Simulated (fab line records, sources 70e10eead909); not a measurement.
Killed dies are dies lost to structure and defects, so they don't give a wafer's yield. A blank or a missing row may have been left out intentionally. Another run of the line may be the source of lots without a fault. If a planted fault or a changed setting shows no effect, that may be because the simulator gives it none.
A single fault, viewed from 2 desks    flow nand-harc    each desk has only its own numbers; what lay behind them comes last

METROLOGY DESK
Means of the sampled wafers that have a number, per lot and without regard to the tool the lot ran on: this is what the gauges read. The brackets show how far a lot's mean lies from the usual mean; more than 4 standard deviations puts the lot out of limits, marked OUT.
Columns: A = cd-nm at NHARC_P_M2_CD_MEAS_16, usual 169.7 nm
lot   first seen here  A
L408  day 6 14:07      170.3
L409  day 6 19:04      169.5
L411  day 7 14:41      169.3
L412  day 8 08:46      169.5
L413  day 8 12:07      169.8
L418  day 10 19:49     170.3
L419  day 11 07:28     170.8
L420  day 11 09:55     170.1
L427  day 14 15:07     170.0
L429  day 15 01:26     169.7
L428  day 15 02:41     169.2
L431  day 16 02:25     169.1
This desk found nothing out of limits on any of the 12 lots.

THE DEFECT DESK
Lot by lot, what the route's inspections counted, given as the mean of those sampled wafers with a number. The brackets show how far a lot's mean lies from the usual mean; more than 4 standard deviations puts the lot out of limits, marked OUT.
Columns: A = raw-defect-count at NHARC_P_M2_INSPECT_27, usual 330
lot   first seen here  A
L408  day 6 16:23      247
L409  day 6 21:22      440
L411  day 7 16:57      433
L412  day 8 11:01      360
L413  day 8 14:23      508
L418  day 10 22:06     233
L419  day 11 09:44     233
L420  day 11 12:20     383
L427  day 14 17:47     369
L429  day 15 03:43     236
L428  day 15 04:58     470
L431  day 16 04:43     243
This desk found nothing out of limits on any of the 12 lots.

PUT TOGETHER
At the metrology desk, nothing out of limits was observed.
Nothing out of limits was seen by the defect desk.

WHAT THE SIMULATOR HAD INSERTED
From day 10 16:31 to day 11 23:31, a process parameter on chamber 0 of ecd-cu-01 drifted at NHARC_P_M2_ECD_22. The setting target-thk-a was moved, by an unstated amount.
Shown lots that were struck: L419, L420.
